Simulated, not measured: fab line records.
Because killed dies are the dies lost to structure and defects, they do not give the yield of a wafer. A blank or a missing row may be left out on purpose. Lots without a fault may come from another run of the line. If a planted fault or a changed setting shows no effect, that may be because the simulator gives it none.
Split-lot experiment	flow n5-finfet	on a route of 1938 steps: 7 lots, 17 wafers read

## ABOUT THE SPLIT
At N5_BEOL_M2_SPUTTER_94 (material Cu, target thk 4.5 nm, time 8.29 s), the setting time-s was moved away from the recipe's 8.29 s on 3 of the 17 wafers read, by +7.8% to +10.7%. The other wafers ran this setting at the recipe's value.

The split's own step is where the reading is taken.

## THE READING
Cu_of_BEOL_M2_SPUTTER_94.thk-nm (the simulator's own value, which no gauge read), in nm, at N5_BEOL_M2_SPUTTER_94 (material Cu, target thk 4.5 nm, time 8.29 s). The file does not state a usual value for it. Average 4.5 nm, standard deviation 0.09 nm, over the 14 wafers here run with the recipe.

wafer	tool, chamber at the split	time-s as run, s	against the recipe	Cu_of_BEOL_M2_SPUTTER_94.thk-nm, nm	against lot-mates on the recipe
L078.4	pvd-sputter-01, -	8.29	recipe	4.4	-
L082.3	pvd-sputter-01, -	8.29	recipe	4.6	-
L082.5	pvd-sputter-01, -	8.29	recipe	4.6	-
L085.2	pvd-sputter-01, -	8.29	recipe	4.4	-
L085.3	pvd-sputter-01, -	8.29	recipe	4.4	-
L085.5	pvd-sputter-01, -	8.29	recipe	4.4	-
L088.2	pvd-sputter-01, -	8.29	recipe	4.4	-
L088.3	pvd-sputter-01, -	8.29	recipe	4.4	-
L088.6	pvd-sputter-01, -	8.29	recipe	4.4	-
L089.1	pvd-sputter-03, -	8.29	recipe	4.4	-
L089.2	pvd-sputter-03, -	8.936	+7.8%	5	+0.6
L091.1	pvd-sputter-02, -	8.29	recipe	4.4	-
L091.3	pvd-sputter-02, -	8.29	recipe	4.6	-
L091.5	pvd-sputter-02, -	8.29	recipe	4.6	-
L093.2	pvd-sputter-03, -	8.29	recipe	4.4	-
L093.5	pvd-sputter-03, -	9.18	+10.7%	4.8	+0.4
L093.6	pvd-sputter-03, -	9.18	+10.7%	5	+0.6

FIT RESULTS
A straight line over all 17 wafers: Cu_of_BEOL_M2_SPUTTER_94.thk-nm changes by +0.0468 nm for each +1% of time-s; r = +0.87; the points scatter about the line by 0.11 nm.
The same after taking each lot's own level away (the mean of its wafers on the recipe; 17 wafers): +0.0525 nm for each +1%; r = +0.94; scatter 0.078 nm.
According to that fit, moving time-s by its largest amount changes the reading by 0.56 nm.
The lots' own levels span 4.40 to 4.60 nm, that is 2.2 times the standard deviation above.
Thus the slope moves with the lot-to-lot level: the two fits are different.
Check: for one of the wafers moved furthest among these (+10.7%), held out of the fit, the line's prediction against its lot-mates is +0.678 nm. Against them it came out at +0.4 nm.

## OTHER SPLITS ON THESE WAFERS
Before the reading, these wafers also passed through other splits. Each is held against what the fit with the lots' levels taken away leaves over:
other split on the same wafers	wafers away from the commonest value	r with Cu_of_BEOL_M2_SPUTTER_94.thk-nm (lot level and that fit taken away)
N5_BEOL_M1_COAT_05 spin-rpm	6	-0.16
N5_BEOL_M1_EXPOSE_08 dose-mj	3	+0.00
N5_BEOL_M2_EXPOSE_25 dose-mj	7	+0.28

## FILE'S OWN FIT
Cu_of_BEOL_M2_SPUTTER_94.thk-nm changes by +0.0552 nm for each +1% of time-s, r = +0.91.
